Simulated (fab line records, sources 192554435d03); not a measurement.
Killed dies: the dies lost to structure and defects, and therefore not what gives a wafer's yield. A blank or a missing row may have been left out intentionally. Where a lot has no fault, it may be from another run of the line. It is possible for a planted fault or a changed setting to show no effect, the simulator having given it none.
fab line records | flow n5_finfet
record lots=7 | wafers=39
route steps=1938 shown SD_EPI_P@321 BEOL_M0_SAQP@652 BEOL_M1@751 BEOL_M2@890 BEOL_M5@1172
start_h: hours from the record's opening day to when the first of the lot's shown wafers began | wait_h: hours elapsed since this lot's preceding step | " identical to the entry in the row above | L1.1+2: one row covering several wafers at once | - no value, or no start given | * or withheld: withheld | < > ~ a bound
route shown NAME@n: a module of which the file shows steps, and the number in the route of the first | usual: average and standard deviation across the fault-free wafers | same: alike in all rows | chamber/n: place in a boat | sites: per-site readings | _std_site: the standard deviation of these | _edge_site: inner sites' mean taken away from outer sites' mean | radius_mm: for every site, how far away it sits from the centre of the wafer | mask NAME#n: copy n | behind: tool/chamber where the wafer was last shaped | hold: what put the lot on hold/how long, in hours/how the hold closed | device: transistor that didn't switch, given as n, p or np | end of line: the tests these same wafers got at the end of their route | for a step that has no rows: nothing shown but its recipe | killed: not the wafer's yield, but the dies lost to structure and defects at the first sort | map: a wafer's dies, marking killed ones x, the rest . and places with no die _
set.NAME: the setting the step ran with; set.NAME@STEP: the setting that earlier step ran with | model.NAME: the simulator's own value behind a step, which no gauge read
lots with deliberately changed settings; one table per step, one row per wafer
## steps
# step N5_SD_EPI_P_EPI_21
# recipe material=SiGe:B | dopant=B | temp_c=550 | pressure_torr=20 | ambient=H2 | time_s=355
lot.wafer    | tool         | chamber | start_h | wait_h | set.epi_growth_time_s | model.SiGe-B_of_SD_EPI_P_EPI_21.thk_nm
L074.1+4     | epi_rpcvd-04 | 0       | 58.17   | 0.1    | 151.5                 | 28.2
L074.2+5     | "            | 0       | "       | "      | 355                   | 61
L074.3       | "            | 0       | "       | "      | 151.5                 | 28
L074.6       | "            | 0       | 59.97   | 1.8    | 355                   | 61.2
L080.1+3     | epi_rpcvd-01 | 0       | 89.49   | 0.1    | 355                   | 60.8
L080.5       | "            | 0       | 90.93   | 1.5    | 355                   | 60.6
L081.1       | epi_rpcvd-04 | 0       | 98.29   | 0.1    | 557.1                 | 81.6
L081.2       | "            | 0       | "       | "      | 355                   | 60.6
L081.3       | "            | 0       | "       | "      | 557.1                 | 83
L081.4       | "            | 0       | "       | "      | 355                   | 60.8
L081.5       | "            | 0       | "       | "      | 557.1                 | 83.4
L081.6       | "            | 0       | "       | "      | 355                   | 61.2
L082.1+2+4+6 | epi_rpcvd-01 | 0       | 101.87  | 0.1    | 355                   | 61
L082.3       | "            | 0       | "       | "      | 355                   | 61.2
L082.5       | "            | 0       | "       | "      | 355                   | 61.4
L083.1       | epi_rpcvd-01 | 0       | 108.03  | 0.1    | 355                   | 60.8
L083.2+3     | "            | 0       | "       | "      | 355                   | 61.6
L083.4       | "            | 0       | "       | "      | 355                   | 62.2
L083.5       | "            | 0       | "       | "      | 355                   | 61.8
L083.6       | "            | 0       | "       | "      | 355                   | 61
L090.1       | epi_rpcvd-03 | 0       | 160.62  | 0.1    | 291.9                 | 54
L090.2       | "            | 0       | "       | "      | 355                   | 61
L090.3       | "            | 0       | "       | "      | 355                   | 62
L090.4       | "            | 0       | "       | "      | 355                   | 60.8
L090.5+6     | "            | 0       | "       | "      | 291.9                 | 53.8
L096.1       | epi_rpcvd-01 | 0       | 190.83  | 0.2    | 567                   | 84.2
L096.2       | "            | 0       | "       | "      | 355                   | 60.8
L096.3       | "            | 0       | "       | "      | 567                   | 83.4
L096.4       | "            | 0       | "       | "      | 355                   | 61.6
L096.5       | "            | 0       | "       | "      | 567                   | 84.4
L096.6       | "            | 0       | "       | "      | 355                   | 61.8
# step N5_SD_EPI_P_EPI_MEAS_23
# recipe mode=xrd
# usual thk_nm=61.0/1.3
lot.wafer | tool          | chamber | start_h | wait_h | set.epi_growth_time_s@SD_EPI_P_EPI_21 | thk_nm
L074.1    | film_metro-02 | -       | 60.37   | 1.8    | 151.5                                 | 28.5
L074.2    | "             | -       | "       | "      | 355                                   | 62.5
L074.3    | "             | -       | "       | "      | 151.5                                 | 28.5
L074.4    | "             | -       | "       | "      | 151.5                                 | 30.0
L074.5    | "             | -       | "       | "      | 355                                   | 60.5
L074.6    | "             | -       | "       | "      | 355                                   | 61.1
L080.1    | film_metro-02 | -       | 91.69   | 1.8    | 355                                   | 61.2
L080.3    | "             | -       | "       | "      | 355                                   | 62.4
L080.5    | "             | -       | "       | "      | 355                                   | 60.2
L081.1    | film_metro-02 | -       | 100.51  | 1.9    | 557.1                                 | 81.9
L081.2    | "             | -       | "       | "      | 355                                   | 61.3
L081.3    | "             | -       | "       | "      | 557.1                                 | 83.2
L081.4    | "             | -       | "       | "      | 355                                   | 60.6
L081.5    | "             | -       | "       | "      | 557.1                                 | 84.4
L081.6    | "             | -       | "       | "      | 355                                   | 59.9
L082.1    | film_metro-01 | -       | 104.09  | 1.9    | 355                                   | 60.4
L082.2    | "             | -       | "       | "      | 355                                   | 61.9
L082.3    | "             | -       | "       | "      | 355                                   | 59.7
L082.4    | "             | -       | "       | "      | 355                                   | 61.1
L082.5    | "             | -       | "       | "      | 355                                   | 62.2
L082.6    | "             | -       | "       | "      | 355                                   | 61.8
L083.1    | film_metro-01 | -       | 110.22  | 1.8    | 355                                   | 60.7
L083.2    | "             | -       | "       | "      | 355                                   | 60.4
L083.3    | "             | -       | "       | "      | 355                                   | 62.6
L083.4    | "             | -       | "       | "      | 355                                   | 63.3
L083.5    | "             | -       | "       | "      | 355                                   | 62.7
L083.6    | "             | -       | "       | "      | 355                                   | 59.7
L090.1    | film_metro-01 | -       | 162.83  | 1.9    | 291.9                                 | 53.1
L090.2    | "             | -       | "       | "      | 355                                   | 62.4
L090.3    | "             | -       | "       | "      | 355                                   | 60.4
L090.4    | "             | -       | "       | "      | 355                                   | 59.5
L090.5    | "             | -       | "       | "      | 291.9                                 | 53.8
L090.6    | "             | -       | "       | "      | 291.9                                 | 53.4
L096.1    | film_metro-01 | -       | 193.75  | 2.4    | 567                                   | 84.1
L096.2    | "             | -       | "       | "      | 355                                   | 61.4
L096.3    | "             | -       | "       | "      | 567                                   | 83.0
L096.4    | "             | -       | "       | "      | 355                                   | 62.2
L096.5    | "             | -       | "       | "      | 567                                   | 84.2
L096.6    | "             | -       | "       | "      | 355                                   | 61.3
# step N5_BEOL_M0_SAQP_DESCUM_19
# recipe chemistry=O2 | time_s=7.9 | source_power_w=50 | bias_power_w=20 | pressure_mtorr=20 | rf_frequency_hz=2.712e+07 | temp_c=40 | resist=CAR-ArF | o2_flow_sccm=225
lot.wafer    | tool        | chamber | start_h | wait_h | set.time_s | model.CAR-ArF_of_BEOL_M0_SAQP_COAT_08.thk_nm
L074.1+2+6   | rie_diel-06 | 1,2,2   | 111.71  | 0.3    | 7.9        | 83.6
L074.3+4     | "           | 0,3     | "       | "      | 7.9        | 83.4
L074.5       | "           | 1       | "       | "      | 7.9        | 83.8
L080.1       | rie_diel-06 | 3       | 145.55  | 0.0    | 7.9        | 84
L080.3       | "           | 0       | "       | "      | 7.9        | 84.2
L080.5       | "           | 3       | "       | "      | 7.9        | 84.4
L081.1       | rie_diel-03 | 0       | 152.07  | 0.1    | 7.9        | 83.6
L081.2       | "           | 3       | "       | "      | 11.91      | 81.2
L081.3+6     | "           | 1       | "       | "      | 11.91      | 80.8
L081.4       | "           | 3       | "       | "      | 7.9        | 83.8
L081.5       | "           | 0       | "       | "      | 7.9        | 83.4
L082.1+6     | rie_diel-03 | 0       | 153.41  | 0.0    | 11.65      | 81.2
L082.2+3     | "           | 3,1     | "       | "      | 7.9        | 83.8
L082.4       | "           | 1       | "       | "      | 11.65      | 81.4
L082.5       | "           | 3       | "       | "      | 7.9        | 83.6
L083.1+2+6   | rie_diel-02 | 3,1,3   | 158.29  | 0.0    | 3.395      | 86.2
L083.3+4     | "           | 2,0     | "       | "      | 7.9        | 83.6
L083.5       | "           | 2       | "       | "      | 7.9        | 83.8
L090.1+2     | rie_diel-02 | 3,1     | 211.23  | 0.0    | 11.41      | 82.2
L090.3+4+6   | "           | 2,0,1   | "       | "      | 7.9        | 84.2
L090.5       | "           | 2       | "       | "      | 11.41      | 82.4
L096.1+4+5+6 | rie_diel-02 | 3,0,0,3 | 244.47  | 0.0    | 7.9        | 83.6
L096.2+3     | "           | 1,2     | "       | "      | 7.9        | 83.8
# step N5_BEOL_M1_ILD_DEP_00
# recipe material=SiOC | target_thk_a=790 | temp_c=350 | precursor=DEMS/O2 | pressure_torr=5 | rf_w=500 | time_s=15.3
lot.wafer | tool     | chamber | start_h | wait_h | set.target_thk_a | model.SiOC_of_BEOL_M1_ILD_DEP_00.thk_nm
L074.1    | pecvd-03 | 1       | 129.88  | 0.0    | 634.3            | 62.8
L074.2    | "        | 2       | "       | "      | 790              | 80.4
L074.3    | "        | 0       | "       | "      | 634.3            | 63.8
L074.4    | "        | 2       | "       | "      | 790              | 82.4
L074.5    | "        | 1       | "       | "      | 790              | 78.8
L074.6    | "        | 0       | "       | "      | 634.3            | 64.6
L080.1    | pecvd-01 | 1       | 156.29  | 0.0    | 790              | 78.8
L080.3    | "        | 2       | "       | "      | 790              | 79.2
L080.5    | "        | 1       | "       | "      | 790              | 81.4
L081.1    | pecvd-03 | 2       | 163.77  | 0.0    | 790              | 79.8
L081.2    | "        | 1       | "       | "      | 1028             | 101.8
L081.3    | "        | 0       | "       | "      | 1028             | 102.4
L081.4    | "        | 0       | "       | "      | 1028             | 104
L081.5    | "        | 2       | "       | "      | 790              | 82.4
L081.6    | "        | 1       | "       | "      | 790              | 79.4
L082.1    | pecvd-03 | 1       | 165.13  | 0.0    | 790              | 78.6
L082.2    | "        | 2       | "       | "      | 790              | 81
L082.3    | "        | 0       | "       | "      | 656.9            | 66.4
L082.4    | "        | 2       | "       | "      | 656.9            | 68.8
L082.5    | "        | 0       | "       | "      | 790              | 79.6
L082.6    | "        | 1       | "       | "      | 656.9            | 65.4
L083.1    | pecvd-04 | 1       | 168.49  | 0.0    | 1186             | 117
L083.2    | "        | 0       | "       | "      | 790              | 77.8
L083.3    | "        | 2       | "       | "      | 1186             | 118.2
L083.4    | "        | 1       | "       | "      | 790              | 78.2
L083.5    | "        | 0       | "       | "      | 790              | 79.2
L083.6    | "        | 2       | "       | "      | 1186             | 120
L090.1    | pecvd-01 | 1       | 222.37  | 0.0    | 1191             | 120.8
L090.2    | "        | 2       | "       | "      | 790              | 79.8
L090.3    | "        | 0       | "       | "      | 1191             | 120.2
L090.4    | "        | 0       | "       | "      | 1191             | 122.2
L090.5+6  | "        | 1,2     | "       | "      | 790              | 81.2
L096.1    | pecvd-04 | 2       | 256.75  | 0.0    | 790              | 79
L096.2    | "        | 1       | "       | "      | 790              | 77.6
L096.3    | "        | 0       | "       | "      | 1118             | 110.4
L096.4    | "        | 1       | "       | "      | 790              | 78.4
L096.5    | "        | 0       | "       | "      | 1118             | 111.2
L096.6    | "        | 2       | "       | "      | 1118             | 113.2
# step N5_BEOL_M1_THK_MEAS_01
# recipe reads=SiOC_of_BEOL_M1_ILD_DEP_00
# usual M1_ILD_THK=79.8/1.2
lot.wafer | tool          | chamber | start_h | wait_h | set.target_thk_a@BEOL_M1_ILD_DEP_00 | M1_ILD_THK[nm]
L074.1    | film_metro-02 | -       | 129.94  | 0.0    | 634.3                               | 62.7
L074.2    | "             | -       | "       | "      | 790                                 | 80.4
L074.3    | "             | -       | "       | "      | 634.3                               | 63.8
L074.4    | "             | -       | "       | "      | 790                                 | 82.5
L074.5    | "             | -       | "       | "      | 790                                 | 78.8
L074.6    | "             | -       | "       | "      | 634.3                               | 64.5
L080.1    | film_metro-01 | -       | 156.35  | 0.0    | 790                                 | 78.9
L080.3    | "             | -       | "       | "      | 790                                 | 79.2
L080.5    | "             | -       | "       | "      | 790                                 | 81.4
L081.1    | film_metro-02 | -       | 163.84  | 0.0    | 790                                 | 79.9
L081.2    | "             | -       | "       | "      | 1028                                | 101.9
L081.3    | "             | -       | "       | "      | 1028                                | 102.5
L081.4    | "             | -       | "       | "      | 1028                                | 103.9
L081.5    | "             | -       | "       | "      | 790                                 | 82.5
L081.6    | "             | -       | "       | "      | 790                                 | 79.4
L082.1    | film_metro-01 | -       | 165.20  | 0.0    | 790                                 | 78.5
L082.2    | "             | -       | "       | "      | 790                                 | 81.0
L082.3    | "             | -       | "       | "      | 656.9                               | 66.4
L082.4    | "             | -       | "       | "      | 656.9                               | 68.7
L082.5    | "             | -       | "       | "      | 790                                 | 79.6
L082.6    | "             | -       | "       | "      | 656.9                               | 65.4
L083.1    | film_metro-01 | -       | 168.55  | 0.0    | 1186                                | 117.0
L083.2    | "             | -       | "       | "      | 790                                 | 77.8
L083.3    | "             | -       | "       | "      | 1186                                | 118.2
L083.4    | "             | -       | "       | "      | 790                                 | 78.3
L083.5    | "             | -       | "       | "      | 790                                 | 79.2
L083.6    | "             | -       | "       | "      | 1186                                | 120.0
L090.1    | film_metro-02 | -       | 222.43  | 0.0    | 1191                                | 120.9
L090.2    | "             | -       | "       | "      | 790                                 | 79.8
L090.3    | "             | -       | "       | "      | 1191                                | 120.2
L090.4    | "             | -       | "       | "      | 1191                                | 122.1
L090.5    | "             | -       | "       | "      | 790                                 | 81.3
L090.6    | "             | -       | "       | "      | 790                                 | 81.3
L096.1    | film_metro-01 | -       | 256.83  | 0.1    | 790                                 | 79.0
L096.2    | "             | -       | "       | "      | 790                                 | 77.5
L096.3    | "             | -       | "       | "      | 1118                                | 110.4
L096.4    | "             | -       | "       | "      | 790                                 | 78.3
L096.5    | "             | -       | "       | "      | 1118                                | 111.2
L096.6    | "             | -       | "       | "      | 1118                                | 113.3
# step N5_BEOL_M2_TRENCH_ETCH_37
# recipe chemistry=C4F6/O2 | target_depth_a=555.55 | target=SiOC | time_s=29.2 | ion_energy_ev=250 | pressure_mtorr=30 | source_w=355 | bias_w=185 | Ar_flow_sccm=300 | C4F6_flow_sccm=10 | O2_flow_sccm=10
lot.wafer | tool        | chamber | start_h | wait_h | set.time_s | model.etch.depth_nm | model.BEOL_M2.feature_depth_nm
L074.1    | rie_diel-04 | 3       | -       | -      | 40.13      | 76.25               | 76.2
L074.2    | "           | 2       | "       | "      | 40.13      | 75.3                | 75.2
L074.3    | "           | 1       | "       | "      | 40.13      | 76.26               | 76.2
L074.4    | "           | 0       | "       | "      | 29.2       | 53.73               | 53.8
L074.5    | "           | 1       | "       | "      | 29.2       | 55.16               | 55.2
L074.6    | "           | 2       | "       | "      | 29.2       | 54.82               | 54.8
L080.1    | rie_diel-01 | 0       | -       | -      | 29.2       | 55.62               | 55.6
L080.3    | "           | 1       | "       | "      | 29.2       | 55.27               | 55.2
L080.5    | "           | 1       | "       | "      | 29.2       | 55.2                | 55.2
L081.1    | rie_diel-01 | 0       | -       | -      | 20.83      | 39.28               | 39.2
L081.2    | "           | 2       | "       | "      | 20.83      | 40.44               | 40.4
L081.3    | "           | 1       | "       | "      | 29.2       | 54.34               | 54.4
L081.4    | "           | 3       | "       | "      | 29.2       | 54.1                | 54.2
L081.5    | "           | 2       | "       | "      | 20.83      | 40.47               | 40.4
L081.6    | "           | 3       | "       | "      | 29.2       | 54.73               | 54.8
L082.1    | rie_diel-04 | 2       | -       | -      | 20         | 37.3                | 37.2
L082.2    | "           | 0       | "       | "      | 20         | 38.74               | 38.8
L082.3    | "           | 1       | "       | "      | 29.2       | 54.91               | 55
L082.4    | "           | 0       | "       | "      | 20         | 38.57               | 38.6
L082.5    | "           | 1       | "       | "      | 29.2       | 54.39               | 54.4
L082.6    | "           | 2       | "       | "      | 29.2       | 54.72               | 54.8
L083.1    | rie_diel-01 | 0       | -       | -      | 29.2       | 54.59               | 54.6
L083.2    | "           | 1       | "       | "      | 29.2       | 54.42               | 54.4
L083.3    | "           | 2       | "       | "      | 29.2       | 56.55               | 56.6
L083.4    | "           | 3       | "       | "      | 29.2       | 54.03               | 54
L083.5    | "           | 0       | "       | "      | 29.2       | 54.16               | 54.2
L083.6    | "           | 1       | "       | "      | 29.2       | 54.45               | 54.4
L090.1    | rie_diel-05 | 0       | -       | -      | 29.2       | 56.07               | 56
L090.2    | "           | 2       | "       | "      | 29.2       | 55.38               | 55.4
L090.3    | "           | 1       | "       | "      | 29.2       | 53.04               | 53
L090.4    | "           | 3       | "       | "      | 29.2       | 56.79               | 56.8
L090.5    | "           | 2       | "       | "      | 29.2       | 55.21               | 55.2
L090.6    | "           | 1       | "       | "      | 29.2       | 53.75               | 53.8
L096.1    | rie_diel-04 | 3       | -       | -      | 45.69      | 89.67               | 89.6
L096.2    | "           | 2       | "       | "      | 29.2       | 54.92               | 55
L096.3    | "           | 1       | "       | "      | 45.69      | 86.1                | 86.2
L096.4    | "           | 0       | "       | "      | 45.69      | 85.7                | 85.6
L096.5    | "           | 2       | "       | "      | 29.2       | 54.51               | 54.6
L096.6    | "           | 3       | "       | "      | 29.2       | 57.01               | 57
# step N5_BEOL_M2_ETCH_41
# recipe chemistry=CH3F/O2 | target=SiCN | target_depth_a=299 | taper_deg=2 | time_s=52.5 | ion_energy_ev=120 | mask_material=TiN | pressure_mtorr=30 | source_w=395 | bias_w=75 | Ar_flow_sccm=150 | CH3F_flow_sccm=30 | O2_flow_sccm=20
# step N5_BEOL_M2_STRIP_97
# recipe chemistry=N2/H2 | time_s=10 | power_w=450 | temp_c=40 | pressure_mtorr=20 | rf_frequency_hz=6e+07 | bias_power_w=7 | n2_flow_sccm=200 | h2_flow_sccm=200
# step N5_BEOL_M2_OCD_MEAS_38
# usual trench_depth_nm=55.3/1.2
lot.wafer | tool   | chamber | start_h | wait_h | set.time_s@BEOL_M2_TRENCH_ETCH_37 | trench_depth_nm
L074.1    | ocd-02 | -       | 146.70  | -      | 40.13                             | 75.6
L074.2    | "      | -       | "       | "      | 40.13                             | 75.1
L074.3    | "      | -       | "       | "      | 40.13                             | 76.4
L074.4    | "      | -       | "       | "      | 29.2                              | 54.1
L074.5    | "      | -       | "       | "      | 29.2                              | 54.8
L074.6    | "      | -       | "       | "      | 29.2                              | 54.8
L080.1    | ocd-01 | -       | 178.67  | -      | 29.2                              | 55.9
L080.3    | "      | -       | "       | "      | 29.2                              | 55.9
L080.5    | "      | -       | "       | "      | 29.2                              | 55.7
L081.1    | ocd-01 | -       | 187.06  | -      | 20.83                             | 38.8
L081.2    | "      | -       | "       | "      | 20.83                             | 40.2
L081.3    | "      | -       | "       | "      | 29.2                              | 54.9
L081.4    | "      | -       | "       | "      | 29.2                              | 54.2
L081.5    | "      | -       | "       | "      | 20.83                             | 40.6
L081.6    | "      | -       | "       | "      | 29.2                              | 55.0
L082.1    | ocd-01 | -       | 188.14  | -      | 20                                | 37.4
L082.2    | "      | -       | "       | "      | 20                                | 38.5
L082.3    | "      | -       | "       | "      | 29.2                              | 54.6
L082.4    | "      | -       | "       | "      | 20                                | 38.6
L082.5    | "      | -       | "       | "      | 29.2                              | 54.2
L082.6    | "      | -       | "       | "      | 29.2                              | 54.8
L083.1    | ocd-01 | -       | 192.42  | -      | 29.2                              | 54.9
L083.2    | "      | -       | "       | "      | 29.2                              | 54.0
L083.3    | "      | -       | "       | "      | 29.2                              | 56.8
L083.4    | "      | -       | "       | "      | 29.2                              | 54.3
L083.5    | "      | -       | "       | "      | 29.2                              | 54.6
L083.6    | "      | -       | "       | "      | 29.2                              | 54.4
L090.1    | ocd-02 | -       | 241.19  | -      | 29.2                              | 55.8
L090.2    | "      | -       | "       | "      | 29.2                              | 55.3
L090.3    | "      | -       | "       | "      | 29.2                              | 52.7
L090.4    | "      | -       | "       | "      | 29.2                              | 56.6
L090.5    | "      | -       | "       | "      | 29.2                              | 55.1
L090.6    | "      | -       | "       | "      | 29.2                              | 53.6
L096.1    | ocd-02 | -       | 275.77  | -      | 45.69                             | 90.0
L096.2    | "      | -       | "       | "      | 29.2                              | 55.1
L096.3    | "      | -       | "       | "      | 45.69                             | 85.8
L096.4    | "      | -       | "       | "      | 45.69                             | 86.1
L096.5    | "      | -       | "       | "      | 29.2                              | 54.4
L096.6    | "      | -       | "       | "      | 29.2                              | 56.3
# step N5_BEOL_M2_HM_STRIP_39
# recipe chemistry=peroxide_tin_strip | material=TiN | target_depth_a=250 | temp_c=50 | time_s=158
# step N5_BEOL_M2_SRD_40
# recipe time_s=30 | temp_c=23 | rinse_liquid=diw | dry=ipa_marangoni
# step N5_BEOL_M2_ECD_50
# recipe material=Cu | target_thk_a=3000
# step N5_BEOL_M2_ANNEAL_51
# recipe temp_c=225 | time_s=90 | ambient=N2
# step N5_BEOL_M2_CMP_52
# recipe stop_on=SiOC | t_overpolish_s=6.8 | down_force_psi=1 | platen_rpm=50 | clearing_platen_down_force_psi=1.5 | clearing_platen_rpm=50 | post_cmp_clean=cu_alkaline | target_thk_nm=40 | clearing_platen_pad_velocity_m_s=0.99484 | pad_velocity_m_s=0.99484
lot.wafer | tool   | chamber | start_h | wait_h | set.time_s@BEOL_M2_TRENCH_ETCH_37 | model.Cu_of_BEOL_M2_ECD_50.thk_nm
L074.1    | cmp-02 | 3       | 150.45  | 0.3    | 40.13                             | 59.8
L074.2    | "      | 0       | "       | "      | 40.13                             | 60.8
L074.3    | "      | 1       | "       | "      | 40.13                             | 60.4
L074.4    | "      | 2       | "       | "      | 29.2                              | 36.8
L074.6    | "      | 3       | "       | "      | 29.2                              | 38.2
L074.5    | "      | 0       | "       | "      | 29.2                              | 39.2
L080.1    | cmp-02 | 2       | 183.05  | 0.3    | 29.2                              | 39.2
L080.3    | "      | 1       | "       | "      | 29.2                              | 39.8
L080.5    | "      | 2       | "       | "      | 29.2                              | 38.6
L081.1    | cmp-03 | 2       | 190.99  | 0.3    | 20.83                             | 25
L081.4    | "      | 3       | "       | "      | 29.2                              | 36.2
L081.3    | "      | 0       | "       | "      | 29.2                              | 41.8
L081.2    | "      | 1       | "       | "      | 20.83                             | 24.8
L081.6    | "      | 2       | "       | "      | 29.2                              | 40.2
L081.5    | "      | 3       | "       | "      | 20.83                             | 22.4
L082.1    | cmp-02 | 0       | 192.69  | 0.5    | 20                                | 21.6
L082.2    | "      | 1       | "       | "      | 20                                | 23.6
L082.4    | "      | 2       | "       | "      | 20                                | 20.6
L082.3    | "      | 3       | "       | "      | 29.2                              | 39.4
L082.6    | "      | 0       | "       | "      | 29.2                              | 40.4
L082.5    | "      | 1       | "       | "      | 29.2                              | 38.4
L083.1    | cmp-04 | 0       | 199.58  | 0.5    | 29.2                              | 37.8
L083.3    | "      | 1       | "       | "      | 29.2                              | 41
L083.2    | "      | 2       | "       | "      | 29.2                              | 40.2
L083.4    | "      | 3       | "       | "      | 29.2                              | 38.4
L083.5    | "      | 0       | "       | "      | 29.2                              | 36.4
L083.6    | "      | 1       | "       | "      | 29.2                              | 39
L090.2    | cmp-02 | 3       | 245.23  | 0.2    | 29.2                              | 39
L090.3    | "      | 0       | "       | "      | 29.2                              | 37
L090.4    | "      | 1       | "       | "      | 29.2                              | 41.8
L090.1    | "      | 2       | "       | "      | 29.2                              | 38.8
L090.5+6  | "      | 3,0     | "       | "      | 29.2                              | 37.6
L096.4    | cmp-04 | 0       | 278.85  | 0.2    | 45.69                             | 68.6
L096.1    | "      | 1       | "       | "      | 45.69                             | 73.6
L096.2    | "      | 2       | "       | "      | 29.2                              | 38.6
L096.3    | "      | 3       | "       | "      | 45.69                             | 69.4
L096.5    | "      | 0       | "       | "      | 29.2                              | 36.2
L096.6    | "      | 1       | "       | "      | 29.2                              | 39.6
# step N5_BEOL_M2_THK_MEAS_53
# recipe thk_meas_gauge=xrf | reads=Cu_of_BEOL_M2_ECD_50
# usual M2_THK=39.0/2
lot.wafer | tool          | chamber | start_h | wait_h | set.time_s@BEOL_M2_TRENCH_ETCH_37 | M2_THK[nm]
L074.1    | film_metro-01 | -       | 150.75  | -      | 40.13                             | 58.2
L074.2    | "             | -       | "       | "      | 40.13                             | 59.5
L074.3    | "             | -       | "       | "      | 40.13                             | 59.0
L074.4    | "             | -       | "       | "      | 29.2                              | 35.8
L074.5    | "             | -       | "       | "      | 29.2                              | 38.3
L074.6    | "             | -       | "       | "      | 29.2                              | 37.4
L080.1    | film_metro-01 | -       | 183.34  | -      | 29.2                              | 38.8
L080.3    | "             | -       | "       | "      | 29.2                              | 39.4
L080.5    | "             | -       | "       | "      | 29.2                              | 38.1
L081.1    | film_metro-02 | -       | 191.29  | -      | 20.83                             | 24.8
L081.2    | "             | -       | "       | "      | 20.83                             | 24.3
L081.3    | "             | -       | "       | "      | 29.2                              | 41.2
L081.4    | "             | -       | "       | "      | 29.2                              | 35.6
L081.5    | "             | -       | "       | "      | 20.83                             | 22.2
L081.6    | "             | -       | "       | "      | 29.2                              | 39.7
L082.1    | film_metro-02 | -       | 192.98  | -      | 20                                | 21.1
L082.2    | "             | -       | "       | "      | 20                                | 23.1
L082.3    | "             | -       | "       | "      | 29.2                              | 38.4
L082.4    | "             | -       | "       | "      | 20                                | 20.0
L082.5    | "             | -       | "       | "      | 29.2                              | 37.5
L082.6    | "             | -       | "       | "      | 29.2                              | 39.4
L083.1    | film_metro-02 | -       | 199.87  | -      | 29.2                              | 37.3
L083.2    | "             | -       | "       | "      | 29.2                              | 39.9
L083.3    | "             | -       | "       | "      | 29.2                              | 40.7
L083.4    | "             | -       | "       | "      | 29.2                              | 38.0
L083.5    | "             | -       | "       | "      | 29.2                              | 36.0
L083.6    | "             | -       | "       | "      | 29.2                              | 38.5
L090.1    | film_metro-01 | -       | 245.52  | -      | 29.2                              | 38.1
L090.2    | "             | -       | "       | "      | 29.2                              | 38.3
L090.3    | "             | -       | "       | "      | 29.2                              | 36.4
L090.4    | "             | -       | "       | "      | 29.2                              | 40.9
L090.5    | "             | -       | "       | "      | 29.2                              | 36.9
L090.6    | "             | -       | "       | "      | 29.2                              | 36.8
L096.1    | film_metro-01 | -       | 279.14  | -      | 45.69                             | 72.6
L096.2    | "             | -       | "       | "      | 29.2                              | 38.1
L096.3    | "             | -       | "       | "      | 45.69                             | 68.5
L096.4    | "             | -       | "       | "      | 45.69                             | 67.9
L096.5    | "             | -       | "       | "      | 29.2                              | 35.9
L096.6    | "             | -       | "       | "      | 29.2                              | 38.9
# step N5_BEOL_M5_ALD_86
# recipe material=TaN | target_thk_a=* | temp_c=275 | ald_precursor_family=PDMAT | ald_co_reactant=NH3 | pressure_torr=3 | carrier_flow_sccm=1500 | pulse_time_s=2 | purge_time_s=3 | co_reactant_purge_time_s=2 | co_reactant_pulse_time_s=3 | ald_cycles=30 | precursor_vessel_temp_c=75 | precursor_vessel_pressure_torr=26.25 | precursor_vessel_carrier_sccm=1000
lot.wafer        | tool         | chamber     | start_h | wait_h | set.ald_cycles | model.TaN_of_BEOL_M5_ALD_86.thk_nm
L074.1+4+5       | ald_metal-04 | 1,3,0       | 180.60  | 0.0    | 13             | *
L074.2           | "            | 2           | "       | "      | 30             | *
L074.3+6         | "            | 0,1         | "       | "      | 30             | *
L080.1+3+5       | ald_metal-03 | 3,2,3       | 213.35  | 0.0    | 30             | *
L082.1+2+3+5+6   | ald_metal-02 | 1,2,0,1,2   | 221.83  | 0.0    | 30             | *
L082.4           | "            | 3           | "       | "      | 30             | *
L081.1+4+6       | ald_metal-04 | 3,1,0       | 222.33  | 0.0    | 24             | *
L081.2+3+5       | "            | 0,2,3       | "       | "      | 30             | *
L083.1+2+3+4+5+6 | ald_metal-03 | 3,0,1,2,2,3 | 228.03  | 0.3    | 30             | *
L090.1+2+4       | ald_metal-04 | 1,2,3       | 282.40  | 0.1    | 30             | *
L090.3+5+6       | "            | 0,2,3       | "       | "      | 46             | *
L096.1+6         | ald_metal-04 | 3           | 317.88  | 0.3    | 30             | *
L096.2           | "            | 0           | "       | "      | 30             | *
L096.3+4+5       | "            | 1,2,0       | "       | "      | 25             | *
## key
split step=N5_SD_EPI_P_EPI_21 | setting=epi_growth_time_s | stated=355 | by=wafer
response step=N5_SD_EPI_P_EPI_21 | reading=model.SiGe-B_of_SD_EPI_P_EPI_21.thk_nm | change=+0.443 | per=1% | r=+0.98
response step=N5_SD_EPI_P_EPI_MEAS_23 | reading=thk_nm | change=* | per=1% | r=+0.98
split step=N5_BEOL_M0_SAQP_DESCUM_19 | setting=time_s | stated=7.9 | by=wafer
response step=N5_BEOL_M0_SAQP_DESCUM_19 | reading=model.CAR-ArF_of_BEOL_M0_SAQP_COAT_08.thk_nm | change=-0.048 | per=1% | r=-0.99
split step=N5_BEOL_M1_ILD_DEP_00 | setting=target_thk_a | stated=790 | by=wafer
response step=N5_BEOL_M1_ILD_DEP_00 | reading=model.SiOC_of_BEOL_M1_ILD_DEP_00.thk_nm | change=+0.792 | per=1% | r=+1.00
response step=N5_BEOL_M1_THK_MEAS_01 | reading=M1_ILD_THK | change=+0.793 | per=1% | r=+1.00
split step=N5_BEOL_M2_TRENCH_ETCH_37 | setting=time_s | stated=29.2 | by=wafer
response step=N5_BEOL_M2_TRENCH_ETCH_37 | reading=model.etch.depth_nm | change=+0.549 | per=1% | r=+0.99
response step=N5_BEOL_M2_TRENCH_ETCH_37 | reading=model.BEOL_M2.feature_depth_nm | change=+0.549 | per=1% | r=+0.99
response step=N5_BEOL_M2_OCD_MEAS_38 | reading=trench_depth_nm | change=+0.553 | per=1% | r=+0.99
response step=N5_BEOL_M2_CMP_52 | reading=model.Cu_of_BEOL_M2_ECD_50.thk_nm | change=+0.57 | per=1% | r=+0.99
response step=N5_BEOL_M2_THK_MEAS_53 | reading=M2_THK | change=+0.561 | per=1% | r=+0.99
split step=N5_BEOL_M5_ALD_86 | setting=ald_cycles | stated=30 | by=wafer
response step=N5_BEOL_M5_ALD_86 | reading=model.TaN_of_BEOL_M5_ALD_86.thk_nm | change=* | per=1% | r=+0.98
